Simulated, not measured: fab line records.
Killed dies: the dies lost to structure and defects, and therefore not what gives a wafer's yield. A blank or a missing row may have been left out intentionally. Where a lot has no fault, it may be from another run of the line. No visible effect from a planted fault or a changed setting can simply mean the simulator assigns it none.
Struck lot and sound lot, side by side | flow n5_finfet | 16 out of 1938 route steps
Sound: these wafers, L187.2, L187.3, L187.6. Struck: wafer L198.5. (L198.3 of the same lot was not struck and is left out.) The cause comes at the end.
Order at every step that has rows: each side's tool, ch and its chambers, its first start. Under that, the readings that differ: sound wafers | struck wafers | difference of the means | sigmas: that difference in standard deviations of wafers without a fault.
alike: readings whose means differ by less than 2 such deviations, and words and numbers that are the same on both sides. not compared: withheld readings, readings that some wafer has no value for, bounds like >300 that may hide the same value, and numbers for which the record gives no deviation and whose values overlap.
The two part at a step that has a row with sigmas, a row that says differs or no value, or rows on one side only. Numbers that don't overlap but have no deviation are shown without sigmas and don't part them. Lack of a reading on every wafer of one side parts them only where that side has two or more wafers.

first, 1 step without rows for these wafers: N5_STI_FIN_REVEAL_SRD_23 (time 30 s).
N5_STI_FIN_REVEAL_CD_MEAS_22: target cd 6.238 nm, pitch 28 nm.
  sound on cd_sem-03 at day 3 07:32; struck on cd_sem-03 at day 6 07:55
  alike: cd_nm
N5_STI_FIN_REVEAL_FIN_H_MEAS_10:
  sound on ocd-01 at day 3 07:34; struck on ocd-02 at day 6 07:57
  alike: trench_depth_nm
then, 2 steps without rows for these wafers: N5_STI_FIN_REVEAL_PRECLEAN_18 (cleans in SC2, time 45 s); N5_STI_FIN_REVEAL_SRD_28 (time 30 s).
N5_STI_FIN_REVEAL_INSPECT_13: inspects for defects (darkfield).
  sound on defect_inspect-02 at day 3 07:40; struck on defect_inspect-01 at day 6 08:02
  alike: raw_defect_count
then, 2 steps without rows for these wafers: N5_DUMMY_GATE_PRECLEAN_00 (cleans in O3/DIW, time 60 s); N5_DUMMY_GATE_SRD_01 (time 30 s).
N5_DUMMY_GATE_ALD_02: deposits SiO2, target thk 2 nm, pulse time 1 s.
  sound on ald_sin-04 ch 0,1, day 3 07:45; struck on ald_sin-04 ch 3, day 6 08:08
  alike: heater_power_w, precursor_pulse_height_rel, susceptor_temp_C
then, 3 steps without rows for these wafers: N5_DUMMY_GATE_CVD_03 (deposits a-Si from SiH4, target thk 150 nm, time 8042 s); N5_DUMMY_GATE_PRECLEAN_46 (cleans in DIW, time 89.5 s); N5_DUMMY_GATE_SRD_47 (dry time 32 s).
N5_DUMMY_GATE_CMP_04: polishes a-Si.
  sound on cmp-02 ch 0,1,2, day 3 11:40; struck on cmp-02 ch 1, day 6 12:13
  reading                | sound         | struck | difference | sigmas
  time_to_endpoint_s (s) | 11.8 9.0 14.5 | 2.7    | -9.1       | -4
  alike: motor_current_A, slurry_flow_ml_min
N5_DUMMY_GATE_THK_MEAS_05:
  sound on film_metro-01 at day 3 11:50; struck on film_metro-02 at day 6 12:28
  alike: thk_nm
-- a jump in the record: the struck wafers' starts before and after are 7 days apart (it breaks off in module DUMMY_GATE and resumes in module BEOL_M4, where the first step shown is number 1111 of the route) --
N5_BEOL_M4_RC_MEAS_101:
  sound on prober-02 ch 0, day 11 01:42; struck on prober-02 ch 0, day 13 02:01
  alike: DIBL_N, DIBL_P, IOFF_N, IOFF_P, ION_N, ION_P, SS_N, SS_P, VT_N, VT_P
then, 1 step without rows for these wafers: N5_PASSIVATION_PROBE_49.

== WHERE THEY PART ==
N5_DUMMY_GATE_CMP_04 only, going by this record. Later steps at which nothing parts them and some readings are alike: N5_DUMMY_GATE_THK_MEAS_05, N5_BEOL_M4_RC_MEAS_101.

WHY: what the simulator had put in
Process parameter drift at N5_DUMMY_GATE_CMP_04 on cmp-02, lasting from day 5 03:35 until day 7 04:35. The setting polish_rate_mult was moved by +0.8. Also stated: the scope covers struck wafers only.
